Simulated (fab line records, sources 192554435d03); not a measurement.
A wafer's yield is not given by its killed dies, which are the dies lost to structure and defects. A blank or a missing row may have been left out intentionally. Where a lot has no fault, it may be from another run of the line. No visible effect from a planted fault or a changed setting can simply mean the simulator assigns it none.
Matching of chambers	flow n5Finfet	N5_BEOL_M0_SAQP_ILD_DEP_01 on pecvd-04 has 3 sister chambers
The step deposits SiOC from DEMS/O2, target thk 45.419 nm, time 8.7 s. 3 wafers are shown with their chamber, then 8 later ones without.

## EACH WAFER AND ITS CHAMBER
wafer	chamber	throttleValvePct (%)
L088.4	0	11.6
L088.5	2	11.9
L092.2	1	13.0

## WAFERS WITH NO CHAMBER GIVEN
wafer	throttleValvePct (%)
L092.3	12.7
L092.6	11.7
L096.2	11.1
L096.5	11.9
L096.6	12.9
L097.4	12.7
L097.5	11.5
L097.6	11.7

## WHICH CHAMBER EACH WENT THROUGH
wafer	from the rows above	in truth
L092.3	1	1
L092.6	can't be placed: 0 or 2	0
L096.2	can't be placed: 0 or 2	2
L096.5	can't be placed: 2 or 0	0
L096.6	1	1
L097.4	1	1
L097.5	can't be placed: 0 or 2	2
L097.6	can't be placed: 0 or 2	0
3 of 8 placed correctly. These rows do not allow placing 5 (true chamber among the candidates in 5). 0 placed wrongly.
How it was worked out, from the rows above alone: a wafer's distance from a chamber is the root of the sum, over the readings, of the square of ((its reading less the chamber's mean) divided by the reading's scatter). The wafer belongs to the nearest chamber; if the next one is less than 2 further off, it can't be placed. A chamber's mean is the mean of its shown wafers. The scatter: root of mean squared gap, hidden wafer to nearest shown wafer, with one shown wafer a chamber.
